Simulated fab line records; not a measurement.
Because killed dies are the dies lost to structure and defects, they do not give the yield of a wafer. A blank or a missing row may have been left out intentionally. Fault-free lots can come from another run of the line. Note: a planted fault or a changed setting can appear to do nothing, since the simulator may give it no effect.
fab line records	flow nand-harc	part 2 of 2: steps 26 to 33 of 33
[record] lots = 5	wafers = 15	last-day = 24
route steps=1159 shown A_STAIRCASE@702
lots that met no fault: from a run of the same line without faults
start-h: start of the lot's first displayed wafer, in hours after the record's first day	wait-h: hours from the lot's prior step to this one	" repeats the value in the row above	L1.1+2: several wafers, shown together as one row	- no value, or no start was given	* or withheld: withheld	< > ~ a bound
route shown NAME@n: NAME is a module with steps in the file, n the number in the route of the first one	usual: the fault-free wafers' mean and standard deviation	same: alike in all rows	chamber/n: place in a boat	sites: per-site readings	_std_site: the values' standard deviation	_edge_site: inner sites' mean taken away from outer sites' mean	radius-mm: how far each site lies from the wafer's centre	mask NAME#n: copy n	behind: tool/chamber where the wafer was last shaped	hold: reason for holding the lot/hours on hold/outcome of the hold	device: transistor that didn't switch, given as n, p or np	end of line: tests of these same wafers at the route's end	where a step has no rows: the recipe by itself	killed: the dies lost at the first sort to structure and to defects; this is not the yield of the wafer	map: a wafer's dies, marking killed ones x, the rest . and places with no die _
set.NAME: the setting the step ran with; set.NAME@STEP: the setting that earlier step ran with	model.NAME: the simulator's own value behind a step, which no gauge read
a table for each step, a row for each wafer; lots at some steps of the route
services: when a tool's chamber went out of use (start-h, in hours from the record's first day, below 0 if earlier), for how many hours, and the reason
[[steps]]
[step NHARC_A_STAIRCASE_SRD_449]
lot.wafer	tool	chamber	start-h	wait-h
L081.3+5+2	wet-bench-01	1,2,3	-	-
L083.2+1+6	wet-bench-01	0,2,5	-	-
L097.5+3+2	wet-bench-01	5,6,1	-	-
L095.6+4+1	wet-bench-04	5,0,2	-	-
L094.2+1+4	wet-bench-01	7,0,2	-	-
[step NHARC_A_STAIRCASE_CMP_450]
[recipe] target-thk-nm = 200	material = SiO2
[usual] motor-current-A = 11.8/1.1	slurry-filter-dp-kPa = 13.51/0.13
lot.wafer	tool	chamber	start-h	wait-h	motor-current-A	slurry-filter-dp-kPa
L081.3	cmp-03	3	341.37	-	12.5	13.58
L081.2	"	1	"	"	14.2	13.44
L081.5	"	3	"	"	11.8	13.51
L083.2	cmp-01	2	357.40	-	10.5	13.55
L083.1	"	3	"	"	10.6	13.60
L083.6	"	1	"	"	10.6	13.51
L097.2	cmp-03	2	428.56	-	11.2	13.57
L097.3	"	1	"	"	13.1	13.37
L097.5	"	3	"	"	12.7	13.27
L095.1	cmp-01	3	428.71	-	11.2	13.49
L095.4	"	1	"	"	11.1	13.70
L095.6	"	0	"	"	12.4	13.32
L094.4	cmp-02	3	428.85	-	12.9	13.66
L094.1	"	1	"	"	12.4	13.32
L094.2	"	2	"	"	11.2	13.50
[step NHARC_A_STAIRCASE_CMP_152]
[usual] motor-current-A = 11.8/1.1	slurry-filter-dp-kPa = 13.50/0.15
lot.wafer	tool	chamber	start-h	wait-h	motor-current-A	slurry-filter-dp-kPa
L081.3	cmp-03	3	341.45	0.1	12.5	13.27
L081.2	"	1	"	"	13.5	13.32
L081.5	"	3	"	"	13.3	13.35
L083.2	cmp-01	2	357.48	0.1	10.0	13.49
L083.1	"	3	"	"	10.6	13.30
L083.6	"	1	"	"	11.1	13.38
L097.2	cmp-03	2	428.64	0.1	11.0	13.57
L097.3	"	1	"	"	13.4	13.24
L097.5	"	3	"	"	13.0	13.52
L095.1	cmp-01	3	428.78	0.1	11.3	13.57
L095.4	"	1	"	"	10.8	13.31
L095.6	"	0	"	"	12.3	13.35
L094.4	cmp-02	3	428.92	0.1	13.6	13.66
L094.1	"	1	"	"	12.8	13.47
L094.2	"	2	"	"	12.2	13.84
[step NHARC_A_STAIRCASE_SRD_154]
lot.wafer	tool	chamber	start-h	wait-h
L081.2+3+5	wet-bench-02	3,5,0	341.73	0.0
L083.1+2+6	wet-bench-01	3,5,6	357.75	0.0
L097.5+2+3	wet-bench-01	5,6,0	428.93	0.0
L095.6+1+4	wet-bench-01	2,5,6	429.07	0.0
L094.1+4+2	wet-bench-04	2,5,6	429.21	0.0
[step NHARC_A_STAIRCASE_ETCH_403]
[recipe] target-depth-a = 1082	chemistry = dHF	material = SiO2
lot.wafer	tool	chamber	start-h	wait-h
L081.2+3+5	wet-bench-02	3,5,0	341.78	0.0
L083.1+2+6	wet-bench-01	3,5,6	357.78	0.0
L097.5+2+3	wet-bench-01	5,6,0	428.96	0.0
L095.6+1+4	wet-bench-01	2,5,6	429.10	0.0
L094.1+4+2	wet-bench-04	2,5,6	429.23	0.0
[step NHARC_A_STAIRCASE_ETCHBACK_422]
[recipe] target-depth-a = 400	over-etch-frac = 0.3	time-s = 74.286	ion-energy-ev = 120	ch3f-flow-sccm = 50	o2-flow-sccm = 30	ar-flow-sccm = 200	rf-w = 500	bias-w = 100	chemistry = CH3F/O2
[usual] ch3f-flow-sccm = 50.00/0.14	drypump-motor-current-A = 5.4/0.55	oes-product-au = 0.95/0.039	rf-fwd-power-W = 495.7/1.9	rf-vpp-V = 244.9/1.7	showerhead-plenum-p-Torr = 2.50/0.11	throttle-valve-pct = 20.662/0.0092
lot.wafer	tool	chamber	start-h	wait-h	ch3f-flow-sccm	drypump-motor-current-A	oes-product-au	rf-fwd-power-W	rf-hours-counter-h	rf-vpp-V	showerhead-plenum-p-Torr	throttle-valve-pct
L081.3	rie-diel-07	0	341.98	0.2	49.99	4.7	0.92	495.4	39	246.8	2.64	20.662
L081.2	"	1	"	"	49.80	4.8	0.93	496.4	42	247.1	2.49	20.652
L081.5	"	3	"	"	49.81	5.8	0.93	494.0	-	241.5	2.30	20.666
L083.1	rie-diel-02	1	357.94	0.2	49.66	5.3	0.99	495.6	7	245.4	2.52	20.665
L083.2	"	2	"	"	49.69	6.3	0.98	495.1	6	244.0	2.48	20.664
L083.6	"	1	"	"	49.82	5.3	1.00	497.9	-	244.7	2.52	20.664
L097.2	rie-diel-02	1	429.10	0.1	49.99	5.3	0.99	495.9	28	246.3	2.51	20.660
L097.3	"	2	"	"	50.15	6.3	0.99	498.9	30	244.5	2.47	20.665
L097.5	"	1	"	"	50.11	5.3	1.00	496.8	-	244.4	2.51	20.660
L095.1	rie-diel-07	3	429.26	0.1	49.83	5.8	1.00	497.5	6	241.8	2.29	20.648
L095.4	"	0	"	"	49.98	4.7	1.01	494.5	7	245.7	2.63	20.663
L095.6	"	2	"	"	49.83	5.1	1.00	497.1	-	244.6	2.46	20.650
L094.1	rie-diel-02	3	429.38	0.1	50.17	5.4	0.94	493.5	32	246.5	2.65	20.663
L094.2	"	2	"	"	50.08	6.2	0.92	498.2	31	245.7	2.47	20.659
L094.4	"	3	"	"	49.95	5.4	0.93	495.1	-	247.5	2.65	20.665
[step NHARC_A_STAIRCASE_ETCH_423]
[recipe] target-depth-a = 300	chemistry = dHF	material = SiO2
lot.wafer	tool	chamber	start-h	wait-h
L081.2+3+5	wet-bench-01	3,5,6	342.15	0.1
L083.2+1+6	wet-bench-04	7,0,3	358.11	0.1
L097.3+5+2	wet-bench-01	5,6,0	429.28	0.1
L095.6+1+4	wet-bench-04	2,4,5	429.41	0.1
L094.4+2+1	wet-bench-01	7,0,3	429.57	0.1
[step NHARC_A_STAIRCASE_ETCHBACK_157]
[recipe] target-depth-a = 900	over-etch-frac = 0.3	time-s = 167.14	ion-energy-ev = 120	ch3f-flow-sccm = 50	o2-flow-sccm = 30	ar-flow-sccm = 200	rf-w = 500	bias-w = 100	chemistry = CH3F/O2
[usual] ch3f-flow-sccm = 50.02/0.17	drypump-motor-current-A = 5.6/0.6	oes-product-au = 0.966/0.027	rf-fwd-power-W = 497.9/1.6	rf-vpp-V = 244.7/1.7	showerhead-plenum-p-Torr = 2.49/0.11	throttle-valve-pct = 20.663/0.0084
lot.wafer	tool	chamber	start-h	wait-h	ch3f-flow-sccm	drypump-motor-current-A	oes-product-au	rf-fwd-power-W	rf-hours-counter-h	rf-vpp-V	showerhead-plenum-p-Torr	throttle-valve-pct
L081.2	rie-diel-07	3	342.31	0.2	49.88	5.8	0.976	496.5	40	240.6	2.30	20.664
L081.3	"	1	"	"	49.80	4.8	0.977	499.0	42	244.7	2.49	20.651
L081.5	"	3	"	"	49.96	5.7	0.972	496.5	-	241.7	2.30	20.652
L083.2	rie-diel-08	3	358.34	0.2	49.92	6.3	0.991	497.1	21	243.9	2.52	20.675
L083.1	"	0	"	"	50.09	6.0	0.999	499.1	18	245.8	2.54	20.668
L083.6	"	2	"	"	50.38	6.3	1.006	497.4	-	241.8	2.30	20.659
L097.3	rie-diel-07	3	429.46	0.2	50.41	5.8	0.998	495.6	6	242.6	2.29	20.664
L097.2	"	2	"	"	50.03	5.0	0.995	498.9	6	244.2	2.46	20.674
L097.5	"	3	"	"	50.35	5.8	0.999	496.8	-	241.8	2.29	20.660
L095.4	rie-diel-08	3	429.60	0.1	49.73	6.3	1.007	499.4	46	245.0	2.51	20.667
L095.1	"	1	"	"	49.95	6.5	1.011	497.6	47	245.9	2.50	20.675
L095.6	"	0	"	"	50.07	5.9	1.000	496.0	-	247.5	2.53	20.675
L094.1	rie-diel-08	3	429.78	0.2	50.32	6.4	0.946	498.1	47	244.9	2.51	20.659
L094.2	"	0	"	"	50.18	6.0	0.932	497.6	45	244.8	2.53	20.648
L094.4	"	1	"	"	50.03	6.5	0.929	498.8	47	243.8	2.50	20.661
[[services]]
tool	chamber	start-h	hours	kind
cmp-01	-	277.65	4.0	pm
pecvd-03	-	292.25	13.0	pm
rie-diel-08	-	301.80	9.0	pm
cmp-01	-	306.47	0.4	repair
rie-diel-02	-	327.77	9.0	pm
pecvd-02	-	334.07	13.0	pm
rie-diel-02	3	338.36	6.1	repair
wet-bench-04	-	339.21	8.0	pm
litho-track-02	-	340.00	7.0	pm
cmp-03	-	352.00	4.0	pm
wet-bench-02	-	356.00	8.0	pm
litho-track-07	-	364.00	7.0	pm
rie-diel-07	1	371.43	2.3	repair
pecvd-03	0	373.80	4.0	repair
cmp-01	-	375.65	4.0	pm
wet-bench-01	-	389.66	8.0	pm
ald-hk-02	-	404.46	0.8	repair
rie-diel-07	-	406.41	9.0	pm
furnace-05	-	406.94	26.0	pm
litho-track-05	-	412.01	7.0	pm
cmp-01	-	412.07	3.7	repair
pecvd-03	0	417.01	3.6	repair
wet-bench-02	-	418.64	4.3	repair
rie-diel-02	0	429.35	9.5	repair
